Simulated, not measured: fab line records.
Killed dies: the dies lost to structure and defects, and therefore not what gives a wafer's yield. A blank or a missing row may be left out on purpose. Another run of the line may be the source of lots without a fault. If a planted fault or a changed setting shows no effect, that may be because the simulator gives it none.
Matching of chambers + flow nand-harc + NHARC_A_BLC_ETCH_16 on rie-diel-04 has 4 sister chambers
The step etches the open film in CF4, target depth 39 nm, time 65 s. 4 wafers are shown with their chamber, then 7 later ones without.

== WAFERS, EACH WITH ITS CHAMBER ==
| wafer  | chamber | drypump-motor-current-A (A) |
|--------|---------|-----------------------------|
| L844.3 | 2       | 6.05                        |
| L844.5 | 3       | 6.49                        |
| L841.1 | 1       | 6.41                        |
| L841.3 | 0       | 6.02                        |

== WAFERS WITH NO CHAMBER GIVEN ==
| wafer  | drypump-motor-current-A (A) |
|--------|-----------------------------|
| L841.6 | 6.00                        |
| L849.1 | 6.06                        |
| L849.2 | 6.46                        |
| L849.5 | 6.45                        |
| L850.1 | 6.00                        |
| L850.4 | 6.49                        |
| L850.6 | 6.05                        |

== CHAMBER TAKEN BY EACH ==
| wafer  | from the rows above     | in truth |
|--------|-------------------------|----------|
| L841.6 | can't be placed: 0 or 2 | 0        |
| L849.1 | can't be placed: 2 or 0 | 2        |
| L849.2 | can't be placed: 3 or 1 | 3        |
| L849.5 | can't be placed: 1 or 3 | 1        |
| L850.1 | can't be placed: 0 or 2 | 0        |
| L850.4 | 3                       | 3        |
| L850.6 | can't be placed: 2 or 0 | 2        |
Placed correctly: 1 of 7. Unplaceable from these rows: 6, with the true chamber sitting among the candidates in 6. Wrongly placed: 0.
How it was worked out, from the rows above alone: a wafer's distance from a chamber is the root of the sum, over the readings, of the square of ((its reading less the chamber's mean) divided by the reading's scatter). The wafer belongs to the nearest chamber; if the next one is less than 2 further off, it can't be placed. A chamber's mean is the mean of its shown wafers. The scatter: with one shown wafer a chamber, the root of the mean of the squares of how far each hidden wafer lies from its nearest shown one.
